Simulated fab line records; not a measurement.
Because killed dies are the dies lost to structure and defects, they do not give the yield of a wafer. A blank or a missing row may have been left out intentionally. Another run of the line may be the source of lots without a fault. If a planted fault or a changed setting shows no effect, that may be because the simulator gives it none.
The tool behind it: which one? / flow n5Finfet / 27 wafers from 9 lots sampled at 6 of the route's 1938 steps

== WHAT THE GAUGES SHOWED, per wafer ==
N5_FIN_SAQP_CD_MEAS_27: the cd target is 20 nm.
lot=L655; measured=day 2 00:04; on=cdSem-03; cdNm (nm)=19.92 20.18 19.98
lot=L659; measured=day 3 00:47; on=cdSem-02; cdNm (nm)=20.09 32.41 20.28
lot=L661; measured=day 3 12:34; on=cdSem-02; cdNm (nm)=20.56 20.71 32.00
lot=L671; measured=day 5 23:34; on=cdSem-02; cdNm (nm)=20.23 20.27 20.07
lot=L672; measured=day 6 05:43; on=cdSem-02; cdNm (nm)=20.17 19.84 20.60
lot=L675; measured=day 7 02:03; on=cdSem-03; cdNm (nm)=20.20 20.10 20.44
lot=L676; measured=day 7 06:59; on=cdSem-01; cdNm (nm)=19.68 20.29 20.07
lot=L677; measured=day 7 11:50; on=cdSem-02; cdNm (nm)=20.29 20.29 19.95
lot=L678; measured=day 7 18:10; on=cdSem-01; cdNm (nm)=20.64 20.46 20.82

N5_BEOL_M4_RC_MEAS_101.
lot=L655; measured=day 7 20:59; on=prober-02; DIBL_N (mV/V)=35.8 38.3 36.7; DIBL_P (mV/V)=35.3 37.5 37.0; IOFF_N (nA/um)=0.140 0.177 0.152; IOFF_P (nA/um)=0.185 0.224 0.201; ION_N (uA/um)=661 671 670; ION_P (uA/um)=459 462 465; SS_N (mV/dec)=71.2 72.1 71.2; SS_P (mV/dec)=72.5 73.1 72.9; VT_N (mV)=250.8 248.6 249.0; VT_P (mV)=-250 -247 -249
lot=L659; measured=day 9 19:38; on=prober-02; DIBL_N (mV/V)=38.0 37.7; DIBL_P (mV/V)=38.5 38.7; IOFF_N (nA/um)=0.187 0.194; IOFF_P (nA/um)=0.234 0.236; ION_N (uA/um)=682 687; ION_P (uA/um)=462 461; SS_N (mV/dec)=72.1 72.0; SS_P (mV/dec)=74.0 73.9; VT_N (mV)=247.6 246.8; VT_P (mV)=-249 -251
lot=L661; measured=day 9 16:14; on=prober-02; DIBL_N (mV/V)=33.4 35.9; DIBL_P (mV/V)=33.0 36.4; IOFF_N (nA/um)=0.120 0.169; IOFF_P (nA/um)=0.162 0.212; ION_N (uA/um)=675 688; ION_P (uA/um)=459 473; SS_N (mV/dec)=71.2 72.3; SS_P (mV/dec)=72.3 73.6; VT_N (mV)=252.0 247.8; VT_P (mV)=-251 -249
lot=L671; measured=day 11 22:12; on=prober-02; DIBL_N (mV/V)=35.7 33.7 35.3; DIBL_P (mV/V)=36.0 32.7 35.5; IOFF_N (nA/um)=0.149 0.110 0.152; IOFF_P (nA/um)=0.210 0.162 0.212; ION_N (uA/um)=663 665 682; ION_P (uA/um)=454 457 468; SS_N (mV/dec)=70.7 70.4 71.2; SS_P (mV/dec)=72.8 72.7 73.4; VT_N (mV)=249.4 255.0 249.5; VT_P (mV)=-250 -256 -247
lot=L672; measured=day 12 07:55; on=prober-02; DIBL_N (mV/V)=37.0 37.5 37.3; DIBL_P (mV/V)=38.0 37.7 37.9; IOFF_N (nA/um)=0.185 0.187 0.180; IOFF_P (nA/um)=0.256 0.247 0.249; ION_N (uA/um)=686 677 680; ION_P (uA/um)=470 460 467; SS_N (mV/dec)=71.1 72.3 71.8; SS_P (mV/dec)=73.8 73.7 73.4; VT_N (mV)=248.4 250.2 248.8; VT_P (mV)=-249 -247 -246
lot=L675; measured=day 13 02:41; on=prober-02; DIBL_N (mV/V)=38.5 38.7 38.1; DIBL_P (mV/V)=38.0 37.9 37.6; IOFF_N (nA/um)=0.175 0.184 0.174; IOFF_P (nA/um)=0.240 0.244 0.248; ION_N (uA/um)=681 666 685; ION_P (uA/um)=464 460 471; SS_N (mV/dec)=71.3 71.4 71.4; SS_P (mV/dec)=74.3 74.3 74.0; VT_N (mV)=250.5 248.6 247.6; VT_P (mV)=-247 -248 -247
lot=L676; measured=day 13 10:22; on=prober-01; DIBL_N (mV/V)=35.9 34.6 36.0; DIBL_P (mV/V)=37.2 35.2 37.6; IOFF_N (nA/um)=0.158 0.136 0.166; IOFF_P (nA/um)=0.203 0.166 0.203; ION_N (uA/um)=675 668 682; ION_P (uA/um)=467 458 463; SS_N (mV/dec)=71.4 70.9 71.8; SS_P (mV/dec)=73.2 73.3 73.5; VT_N (mV)=251.6 251.9 249.8; VT_P (mV)=-253 -258 -252
lot=L677; measured=day 13 22:22; on=prober-02; DIBL_N (mV/V)=35.7 33.3 35.0; DIBL_P (mV/V)=37.9 34.6 36.6; IOFF_N (nA/um)=0.170 0.127 0.151; IOFF_P (nA/um)=0.230 0.184 0.217; ION_N (uA/um)=681 675 675; ION_P (uA/um)=472 467 465; SS_N (mV/dec)=72.5 71.0 71.1; SS_P (mV/dec)=73.4 72.6 73.3; VT_N (mV)=250.1 252.1 250.0; VT_P (mV)=-248 -251 -249
lot=L678; measured=day 14 04:43; on=prober-02; DIBL_N (mV/V)=36.6 37.2 34.9; DIBL_P (mV/V)=35.7 36.7 33.8; IOFF_N (nA/um)=0.149 0.164 0.132; IOFF_P (nA/um)=0.218 0.243 0.196; ION_N (uA/um)=661 665 667; ION_P (uA/um)=460 458 467; SS_N (mV/dec)=71.8 72.8 71.7; SS_P (mV/dec)=73.4 73.9 72.7; VT_N (mV)=251.6 250.0 254.0; VT_P (mV)=-250 -248 -251

== TOOL THAT RAN EACH LOT (tool first, then ch and the chambers of the sampled wafers, then the start) ==
lot=L655; N5_FIN_SAQP_PECVD_06=pecvd-01 ch 0,1, day 1 21:13; N5_FIN_SAQP_SPACER1_ALD_24=aldSin-02 ch 0,1,3, day 1 23:05; N5_FIN_SAQP_ETCH_69=rieDiel-05 ch 0,2, day 2 00:47; N5_FIN_SAQP_ETCH_67=rieDiel-05 ch 0,2, day 2 00:51
lot=L659; N5_FIN_SAQP_PECVD_06=pecvd-04 ch 0,1,2, day 2 21:10; N5_FIN_SAQP_SPACER1_ALD_24=aldSin-02 ch 0,1,2, day 2 23:52; N5_FIN_SAQP_ETCH_69=rieDiel-02 ch 2,3, day 3 01:30; N5_FIN_SAQP_ETCH_67=rieDiel-02 ch 2,3, day 3 01:34
lot=L661; N5_FIN_SAQP_PECVD_06=pecvd-02 ch 1,2, day 3 09:32; N5_FIN_SAQP_SPACER1_ALD_24=aldSin-02 ch 0,2,3, day 3 11:31; N5_FIN_SAQP_ETCH_69=rieDiel-01 ch 1,2,3, day 3 13:37; N5_FIN_SAQP_ETCH_67=rieDiel-01 ch 1,2,3, day 3 13:41
lot=L671; N5_FIN_SAQP_PECVD_06=pecvd-01 ch 0,1, day 5 20:39; N5_FIN_SAQP_SPACER1_ALD_24=aldSin-01 ch 0,1,2, day 5 22:39; N5_FIN_SAQP_ETCH_69=rieDiel-05 ch 0,2,3, day 6 00:17; N5_FIN_SAQP_ETCH_67=rieDiel-05 ch 0,2,3, day 6 00:21
lot=L672; N5_FIN_SAQP_PECVD_06=pecvd-02 ch 1,2, day 6 02:52; N5_FIN_SAQP_SPACER1_ALD_24=aldSin-03 ch 0,1,3, day 6 04:47; N5_FIN_SAQP_ETCH_69=rieDiel-05 ch 0,2, day 6 06:26; N5_FIN_SAQP_ETCH_67=rieDiel-05 ch 0,2, day 6 06:30
lot=L675; N5_FIN_SAQP_PECVD_06=pecvd-04 ch 0,1, day 6 23:26; N5_FIN_SAQP_SPACER1_ALD_24=aldSin-01 ch 0,1,2, day 7 01:08; N5_FIN_SAQP_ETCH_69=rieDiel-05 ch 1,2, day 7 02:47; N5_FIN_SAQP_ETCH_67=rieDiel-05 ch 1,2, day 7 02:50
lot=L676; N5_FIN_SAQP_PECVD_06=pecvd-04 ch 0,1,2, day 7 03:12; N5_FIN_SAQP_SPACER1_ALD_24=aldSin-01 ch 0,2,3, day 7 06:01; N5_FIN_SAQP_ETCH_69=rieDiel-02 ch 0,2,3, day 7 07:47; N5_FIN_SAQP_ETCH_67=rieDiel-02 ch 0,2,3, day 7 07:51
lot=L677; N5_FIN_SAQP_PECVD_06=pecvd-04 ch 0,1,2, day 7 09:15; N5_FIN_SAQP_SPACER1_ALD_24=aldSin-03 ch 0,2,3, day 7 10:55; N5_FIN_SAQP_ETCH_69=rieDiel-01 ch 0,1,3, day 7 12:33; N5_FIN_SAQP_ETCH_67=rieDiel-01 ch 0,1,3, day 7 12:37
lot=L678; N5_FIN_SAQP_PECVD_06=pecvd-02 ch 0,2, day 7 15:26; N5_FIN_SAQP_SPACER1_ALD_24=aldSin-01 ch 1,2, day 7 17:15; N5_FIN_SAQP_ETCH_69=rieDiel-05 ch 0,2,3, day 7 18:53; N5_FIN_SAQP_ETCH_67=rieDiel-05 ch 0,2,3, day 7 18:56
- N5_FIN_SAQP_PECVD_06: deposits a-Si from SiH4/He, target thk 60 nm, time 48.1 s.
- N5_FIN_SAQP_SPACER1_ALD_24: deposits SiO2, target thk 20.3 nm, pulse time 1 s, purge time 2 s.
- N5_FIN_SAQP_ETCH_69: etches SOC in N2/H2, stops on SiNx, target depth 150 nm.
- N5_FIN_SAQP_ETCH_67: etches SiNx in CH3F/O2, target depth 30 nm.

== WHAT THE TOOLS THEMSELVES READ (means of the sampled wafers that have a number; where no wafer has one, the mark that the record gives instead) ==
N5_FIN_SAQP_PECVD_06.
lot=L655; tool=pecvd-01; heaterPowerW (W)=819; showerheadPlenumPTorr (Torr)=5.62; showerheadVppV (V)=621; throttleValvePct (%)=18.3
lot=L659; tool=pecvd-04; heaterPowerW (W)=875; showerheadPlenumPTorr (Torr)=5.69; showerheadVppV (V)=630; throttleValvePct (%)=18.0
lot=L661; tool=pecvd-02; heaterPowerW (W)=935; showerheadPlenumPTorr (Torr)=5.61; showerheadVppV (V)=609; throttleValvePct (%)=18.4
lot=L671; tool=pecvd-01; heaterPowerW (W)=850; showerheadPlenumPTorr (Torr)=5.61; showerheadVppV (V)=624; throttleValvePct (%)=18.3
lot=L672; tool=pecvd-02; heaterPowerW (W)=880; showerheadPlenumPTorr (Torr)=5.65; showerheadVppV (V)=623; throttleValvePct (%)=18.4
lot=L675; tool=pecvd-04; heaterPowerW (W)=761; showerheadPlenumPTorr (Torr)=5.68; showerheadVppV (V)=635; throttleValvePct (%)=18.4
lot=L676; tool=pecvd-04; heaterPowerW (W)=876; showerheadPlenumPTorr (Torr)=5.68; showerheadVppV (V)=632; throttleValvePct (%)=18.0
lot=L677; tool=pecvd-04; heaterPowerW (W)=849; showerheadPlenumPTorr (Torr)=5.68; showerheadVppV (V)=629; throttleValvePct (%)=18.1
lot=L678; tool=pecvd-02; heaterPowerW (W)=915; showerheadPlenumPTorr (Torr)=5.60; showerheadVppV (V)=598; throttleValvePct (%)=18.4

N5_FIN_SAQP_SPACER1_ALD_24.
lot=L655; tool=aldSin-02; heaterPowerW (W)=450; precursorPulseHeightRel=0.986
lot=L659; tool=aldSin-02; heaterPowerW (W)=423; precursorPulseHeightRel=0.993
lot=L661; tool=aldSin-02; heaterPowerW (W)=440; precursorPulseHeightRel=0.993
lot=L671; tool=aldSin-01; heaterPowerW (W)=479; precursorPulseHeightRel=0.992
lot=L672; tool=aldSin-03; heaterPowerW (W)=477; precursorPulseHeightRel=0.991
lot=L675; tool=aldSin-01; heaterPowerW (W)=479; precursorPulseHeightRel=0.987
lot=L676; tool=aldSin-01; heaterPowerW (W)=503; precursorPulseHeightRel=0.987
lot=L677; tool=aldSin-03; heaterPowerW (W)=492; precursorPulseHeightRel=0.994
lot=L678; tool=aldSin-01; heaterPowerW (W)=467; precursorPulseHeightRel=1.002

N5_FIN_SAQP_ETCH_69.
lot=L655; tool=rieDiel-05; drypumpMotorCurrentA (A)=5.1; oesProductAu (a.u.)=0.75; rfVppV (V)=239.2; showerheadPlenumPTorr (Torr)=2.49; throttleValvePct (%)=17.82
lot=L659; tool=rieDiel-02; drypumpMotorCurrentA (A)=6.0; oesProductAu (a.u.)=0.77; rfVppV (V)=240.3; showerheadPlenumPTorr (Torr)=2.56; throttleValvePct (%)=18.00
lot=L661; tool=rieDiel-01; drypumpMotorCurrentA (A)=5.4; oesProductAu (a.u.)=0.73; rfVppV (V)=240.2; showerheadPlenumPTorr (Torr)=2.52; throttleValvePct (%)=18.01
lot=L671; tool=rieDiel-05; drypumpMotorCurrentA (A)=5.3; oesProductAu (a.u.)=0.71; rfVppV (V)=239.9; showerheadPlenumPTorr (Torr)=2.49; throttleValvePct (%)=17.95
lot=L672; tool=rieDiel-05; drypumpMotorCurrentA (A)=5.1; oesProductAu (a.u.)=0.71; rfVppV (V)=239.9; showerheadPlenumPTorr (Torr)=2.47; throttleValvePct (%)=17.88
lot=L675; tool=rieDiel-05; drypumpMotorCurrentA (A)=5.5; oesProductAu (a.u.)=0.71; rfVppV (V)=239.5; showerheadPlenumPTorr (Torr)=2.46; throttleValvePct (%)=17.89
lot=L676; tool=rieDiel-02; drypumpMotorCurrentA (A)=5.9; oesProductAu (a.u.)=0.76; rfVppV (V)=240.6; showerheadPlenumPTorr (Torr)=2.52; throttleValvePct (%)=17.88
lot=L677; tool=rieDiel-01; drypumpMotorCurrentA (A)=5.7; oesProductAu (a.u.)=0.76; rfVppV (V)=239.8; showerheadPlenumPTorr (Torr)=2.51; throttleValvePct (%)=17.81
lot=L678; tool=rieDiel-05; drypumpMotorCurrentA (A)=5.3; oesProductAu (a.u.)=0.70; rfVppV (V)=239.8; showerheadPlenumPTorr (Torr)=2.49; throttleValvePct (%)=17.97

N5_FIN_SAQP_ETCH_67.
lot=L655; tool=rieDiel-05; drypumpMotorCurrentA (A)=5.1; oes_o_777_au (a.u.)=0.75; oesProductAu (a.u.)=0.76; rfVppV (V)=296.6; showerheadPlenumPTorr (Torr)=1.947; throttleValvePct (%)=16.32
lot=L659; tool=rieDiel-02; drypumpMotorCurrentA (A)=6.0; oes_o_777_au (a.u.)=0.78; oesProductAu (a.u.)=0.78; rfVppV (V)=294.9; showerheadPlenumPTorr (Torr)=2.016; throttleValvePct (%)=16.57
lot=L661; tool=rieDiel-01; drypumpMotorCurrentA (A)=5.4; oes_o_777_au (a.u.)=0.73; oesProductAu (a.u.)=0.73; rfVppV (V)=297.3; showerheadPlenumPTorr (Torr)=1.985; throttleValvePct (%)=16.55
lot=L671; tool=rieDiel-05; drypumpMotorCurrentA (A)=5.3; oes_o_777_au (a.u.)=0.71; oesProductAu (a.u.)=0.71; rfVppV (V)=296.3; showerheadPlenumPTorr (Torr)=1.960; throttleValvePct (%)=16.50
lot=L672; tool=rieDiel-05; drypumpMotorCurrentA (A)=5.1; oes_o_777_au (a.u.)=0.73; oesProductAu (a.u.)=0.72; rfVppV (V)=295.9; showerheadPlenumPTorr (Torr)=1.935; throttleValvePct (%)=16.39
lot=L675; tool=rieDiel-05; drypumpMotorCurrentA (A)=5.4; oes_o_777_au (a.u.)=0.73; oesProductAu (a.u.)=0.72; rfVppV (V)=298.4; showerheadPlenumPTorr (Torr)=1.930; throttleValvePct (%)=16.44
lot=L676; tool=rieDiel-02; drypumpMotorCurrentA (A)=5.9; oes_o_777_au (a.u.)=0.77; oesProductAu (a.u.)=0.77; rfVppV (V)=296.0; showerheadPlenumPTorr (Torr)=1.985; throttleValvePct (%)=16.47
lot=L677; tool=rieDiel-01; drypumpMotorCurrentA (A)=5.7; oes_o_777_au (a.u.)=0.76; oesProductAu (a.u.)=0.77; rfVppV (V)=299.3; showerheadPlenumPTorr (Torr)=1.971; throttleValvePct (%)=16.32
lot=L678; tool=rieDiel-05; drypumpMotorCurrentA (A)=5.3; oes_o_777_au (a.u.)=0.71; oesProductAu (a.u.)=0.71; rfVppV (V)=296.2; showerheadPlenumPTorr (Torr)=1.955; throttleValvePct (%)=16.53

== THE ANSWER, worked out from the rows above alone ==
Rule: the lots themselves supply what counts as usual. The widest of any qualifying gaps counts: lots, ordered by their means at a reading, are off when they make up no more than a third of the lots, leave a main group of 4 or more, and stand apart from it by 3 or more times the standard deviation of that group's means. A main group whose means are all the same, to the digits that the tables above print for the reading, isn't used. A lot without any number at a reading at which 4 lots or more have one is off too. Where the step has rows for the other lots, those lots are counted as sound. Order of review: gauges by route order, followed by the tools' own readings, for which a lot's mean as printed above is used. The first step at which some lot is off is used, and at that step the reading that is off furthest; a lot without a number counts as furthest.
Off, at N5_FIN_SAQP_CD_MEAS_27 on cdNm: L659, L661. For the main group the mean is 20.21 nm and the standard deviation 0.19.
If a tool, at a process step before that reading, ran all the lots that are off and no sound lot after the first of them, it fits. Those tools and the gauges at N5_FIN_SAQP_CD_MEAS_27 are tried in the same way. One fits: N5_FIN_SAQP_SPACER1_ALD_24 on aldSin-02. Its last sound lot is L655 (day 1 23:05), its first lot that is off L659 (day 2 23:52): a fault that began between those two fits.

== WHAT THE SIMULATOR HAD PUT IN ==
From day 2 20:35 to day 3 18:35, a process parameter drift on aldSin-02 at N5_FIN_SAQP_SPACER1_ALD_24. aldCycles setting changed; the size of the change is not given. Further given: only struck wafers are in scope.
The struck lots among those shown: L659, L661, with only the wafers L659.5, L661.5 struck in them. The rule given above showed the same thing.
